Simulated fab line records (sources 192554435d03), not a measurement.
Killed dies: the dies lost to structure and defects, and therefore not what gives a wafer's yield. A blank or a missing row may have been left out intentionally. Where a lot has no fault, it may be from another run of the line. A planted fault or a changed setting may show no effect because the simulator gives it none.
A lot that was struck, set against a sound lot -- flow n5_finfet -- 38 steps out of a route of 1938
Sound: the wafers L686.1, L686.3, L686.5. Struck: wafers L676.3, L676.5. (L676.4 of the same lot was not struck and is left out.) The cause comes at the end.
Order at every step that has rows: each side's tool, ch and its chambers, its first start. Under that, the readings that differ: sound wafers -- struck wafers -- difference of the means -- sigmas: that difference in standard deviations of wafers without a fault.
alike: words and numbers the same on both sides, and readings whose means are apart by under 2 such deviations; not compared: readings that were withheld, readings missing a value for some wafer, numbers with overlapping values and no deviation given by the record, and bounds like >300 which may hide the same value.
A row with sigmas, a row that says differs or no value, or rows on one side alone: a step with any of these is where the two part. Numbers that have no deviation but don't overlap get no sigmas and don't part them. A reading that every wafer of one side lacks parts them only if that side has two wafers or more.

first, 9 steps without rows for these wafers: N5_BEOL_M4_ANNEAL_95 (time 240 s); N5_BEOL_M4_SPUTTER_96 (material Cu, target thk 4.5 nm, time 8.29 s); N5_BEOL_M4_ECD_50 (material Cu, target thk 300 nm); N5_BEOL_M4_ANNEAL_51 (time 90 s); N5_BEOL_M4_CMP_52 (polishes, stops on SiOC, t overpolish 6.8 s, target thk 40 nm); N5_BEOL_M4_PRE_CLEAN_60 (time 15 s); N5_BEOL_M4_CO_CAP_55 (material Co, precursor CCTBA/H2, target thk 2 nm, time 102.1 s); N5_BEOL_M4_PRE_CLEAN_56 (time 15 s); N5_BEOL_M4_DEP_57 (deposits SiCN from 3MS/NH3, target thk 8 nm, time 14 s).
N5_BEOL_M4_RC_MEAS_101:
  sound on prober-01 ch 0, day 13 16:06; struck on prober-01 ch 0, day 10 20:41
reading,sound,struck,difference,sigmas
ION_P (uA/um),473 471 473,450 459,-18,-2
SS_P (mV/dec),72.0 72.2 72.3,73.8 73.5,+1.5,+3
VT_P (mV),-247 -245 -245,-255 -254,-9,-2
  alike: DIBL_N, DIBL_P, IOFF_N, IOFF_P, ION_N, SS_N, VT_N
then, 24 steps without rows for these wafers: N5_BEOL_M5_ILD_DEP_00 (deposits SiCOH lowk from DEMS/porogen, target thk 140.64 nm, time 25.9 s); N5_BEOL_M5_CURE_79 (cures SiCOH lowk, time 240 s); N5_BEOL_M5_PECVD_70 (deposits SiO2 from TEOS/O2, target thk 16 nm, time 18 s); N5_BEOL_M5_HM_DEP_02 (deposits TiN, target thk 20 nm); N5_BEOL_M5_COAT_59 (time 60 s, resist thk 60 nm); N5_BEOL_M5_COAT_60 (time 60 s, resist thk 12 nm); N5_BEOL_M5_COAT_71 (time 60 s, resist thk 5 nm); N5_BEOL_M5_COAT_05 (resist thk 30 nm); N5_BEOL_M5_EBR_07; N5_BEOL_M5_SOFTBAKE_06 (time 60 s); N5_BEOL_M5_EXPOSE_08 (exposes mask M5, target cd 28 nm); N5_BEOL_M5_PEB_09 (peb time 60 s); N5_BEOL_M5_DEVELOP_10 (develop time 30 s); N5_BEOL_M5_DESCUM_16 (chemistry O2, time 7 s); N5_BEOL_M5_ETCH_72 (etches underlayer in N2/H2, target depth 6.5 nm, time 5.2 s); N5_BEOL_M5_ETCH_61 (etches SiARC in CF4, target depth 15.6 nm, time 26 s); N5_BEOL_M5_ETCH_62 (etches SOC in N2/H2, target depth 75 nm, overetch 15 nm, time 112.5 s); N5_BEOL_M5_STRIP_63 (strips in N2/H2); N5_BEOL_M5_STRIP_73 (strips in N2/H2); N5_BEOL_M5_STRIP_64 (strips in CF4); N5_BEOL_M5_HM_OPEN_17 (chemistry Cl2/BCl3, target TiN, target depth 20 nm, overetch 6 nm); N5_BEOL_M5_STRIP_19 (strips in O2); N5_BEOL_M5_COAT_65 (time 60 s, resist thk 60 nm); N5_BEOL_M5_COAT_66 (time 60 s, resist thk 12 nm).
N5_BEOL_M7_ILD_DEP_00: deposits SiCOH lowk from DEMS/porogen, target thk 179.75 nm, time 33.4 s.
  sound on pecvd-02 ch 1,2, day 14 20:03; struck on pecvd-03 ch 0, day 11 17:49
reading,sound,struck,difference,sigmas
model.SiCOH_lowk_of_BEOL_M7_ILD_DEP_00.thk_nm (nm),180.4 181.2 182,285.8 291.2,+107.3,
  alike: chamber_pressure_Torr, heater_power_w, showerhead_plenum_p_Torr, throttle_valve_pct
N5_BEOL_M7_THK_MEAS_01:
  struck on film_metro-01, day 11 18:23; sound on film_metro-01, day 14 20:44
reading,sound,struck,difference,sigmas
M7_ILD_THK (nm),155.4 156.2 157.1,248.1 252.9,+94.3,+47
N5_BEOL_M7_CMP_52: polishes, stops on SiCOH lowk, t overpolish 6.9 s, target thk 80 nm.
  sound on cmp-04 ch 0,2, day 15 04:11; struck on cmp-01 ch 0,1, day 11 23:25
reading,sound,struck,difference,sigmas
model.SiCOH_lowk_of_BEOL_M7_ILD_DEP_00.thk_nm (nm),152.4 153.2 154,245 249.8,+94,
  alike: motor_current_A, slurry_filter_dp_kPa
-- here the record skips 3 days between the struck wafers' starts before and after, leaving off in module BEOL_M7 and picking up in module PASSIVATION (first step shown: number 1936 of the route) --
N5_PASSIVATION_PROBE_49:
  struck on prober-02, day 15 01:11; sound on prober-01, day 18 10:52
reading,sound,struck,difference,sigmas
defect_limited_yield (%),91.4 92.5 89.4,0 0,-91,-65
killed_at_M4_up,12 18 17,1101 1081,+1075,+99 or more
killed_dies,102 88 125,1180 1180,+1075,+67
killed_on_rim,14 10 23,152 152,+136,+35
sort_bin_5_function (%),4.7 4.8 6.5,96.2 96.3,+90.9,+99 or more
sort_n_pass,1078 1092 1055,0 0,-1075,-67
sort_yield_pct (%),91.4 92.5 89.4,0 0,-91,-65
  alike: killed_at_M0_to_M3, killed_at_contacts, killed_at_front_end, killed_at_other, killed_open, killed_short, sort_bin_6_memory

WHERE THEY PART
Last at N5_PASSIVATION_PROBE_49 as far as this record goes, first at N5_BEOL_M4_RC_MEAS_101.

WHY: whatever the simulator had introduced
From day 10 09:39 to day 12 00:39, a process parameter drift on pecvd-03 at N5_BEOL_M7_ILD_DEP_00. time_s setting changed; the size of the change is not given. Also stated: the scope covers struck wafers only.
